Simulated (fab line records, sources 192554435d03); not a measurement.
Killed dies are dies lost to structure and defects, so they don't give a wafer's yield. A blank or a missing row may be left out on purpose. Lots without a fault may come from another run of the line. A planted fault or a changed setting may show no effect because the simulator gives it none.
Chamber matching | flow n5_finfet | N5_BEOL_M3_DESCUM_33 on rie_diel-03: 4 sister chambers
The step chemistry O2, time 7 s. 24 wafers are shown with their chamber, then 12 later ones without.

WAFERS WITH THEIR CHAMBER
wafer  | chamber | showerhead_plenum_p_Torr (Torr) | drypump_motor_current_A (A) | throttle_valve_pct (%)
L074.2 | 0       | 2.07                            | 6.4                         | 20.39
L074.3 | 2       | 1.99                            | 6.1                         | 20.37
L074.5 | 0       | 2.07                            | 6.4                         | 20.40
L075.3 | 3       | 1.99                            | 5.7                         | 20.58
L075.4 | 3       | 1.99                            | 5.7                         | 20.58
L075.6 | 0       | 2.07                            | 6.4                         | 20.40
L077.3 | 0       | 2.07                            | 6.4                         | 20.39
L077.4 | 1       | 2.08                            | 6.0                         | 20.26
L077.5 | 2       | 1.99                            | 6.0                         | 20.39
L081.1 | 0       | 2.07                            | 6.4                         | 20.39
L081.4 | 1       | 2.08                            | 5.9                         | 20.28
L081.6 | 3       | 1.99                            | 5.7                         | 20.59
L083.2 | 2       | 1.98                            | 6.1                         | 20.39
L083.3 | 0       | 2.07                            | 6.4                         | 20.41
L083.4 | 3       | 1.99                            | 5.7                         | 20.59
L082.2 | 2       | 1.98                            | 6.0                         | 20.40
L082.4 | 0       | 2.07                            | 6.4                         | 20.42
L082.5 | 3       | 1.99                            | 5.7                         | 20.60
L085.3 | 0       | 2.06                            | 6.4                         | 20.41
L085.4 | 2       | 1.98                            | 6.0                         | 20.41
L085.5 | 2       | 1.98                            | 6.1                         | 20.42
L087.3 | 1       | 2.07                            | 6.0                         | 20.30
L087.4 | 2       | 1.98                            | 6.1                         | 20.41
L087.6 | 0       | 2.06                            | 6.4                         | 20.43

SIGNATURES (means of the wafers above)
reading                  | chamber 0 | chamber 1 | chamber 2 | chamber 3 | scatter within a chamber
showerhead_plenum_p_Torr | 2.0678    | 2.0767    | 1.9829    | 1.9900    | 0.00427
drypump_motor_current_A  | 6.400     | 5.967     | 6.057     | 5.700     | 0.0345
throttle_valve_pct       | 20.4044   | 20.2800   | 20.3986   | 20.5880   | 0.0148
Rule: a wafer's distance from a chamber is the root of the sum, over the readings, of the square of ((its reading less the chamber's mean) divided by the reading's scatter). The wafer belongs to the nearest chamber; if the next one is less than 2 further off, it can't be placed. The scatter: the root of (the sum of the squares of (reading less its chamber's mean) over the shown wafers, divided by (wafers less chambers)).

WAFERS WITHOUT THEIR CHAMBER
wafer  | showerhead_plenum_p_Torr (Torr) | drypump_motor_current_A (A) | throttle_valve_pct (%)
L090.1 | 1.99                            | 5.7                         | 20.61
L090.2 | 1.98                            | 6.1                         | 20.40
L090.4 | 2.06                            | 6.4                         | 20.43
L091.4 | 1.98                            | 6.1                         | 20.44
L091.5 | 2.07                            | 6.0                         | 20.31
L091.6 | 1.98                            | 6.1                         | 20.42
L095.4 | 2.07                            | 6.0                         | 20.31
L095.5 | 2.07                            | 5.9                         | 20.32
L095.6 | 2.06                            | 6.4                         | 20.45
L096.3 | 2.06                            | 6.4                         | 20.45
L096.5 | 1.98                            | 5.7                         | 20.65
L096.6 | 2.06                            | 6.4                         | 20.47

WHICH CHAMBER EACH WENT THROUGH
wafer  | from the rows above | in truth
L090.1 | 3                   | 3
L090.2 | 2                   | 2
L090.4 | 0                   | 0
L091.4 | 2                   | 2
L091.5 | 1                   | 1
L091.6 | 2                   | 2
L095.4 | 1                   | 1
L095.5 | 1                   | 1
L095.6 | 0                   | 0
L096.3 | 0                   | 0
L096.5 | 3                   | 3
L096.6 | 0                   | 0
Placed correctly: 12 of 12. Can't be placed from these rows: 0. Placed wrongly: 0.
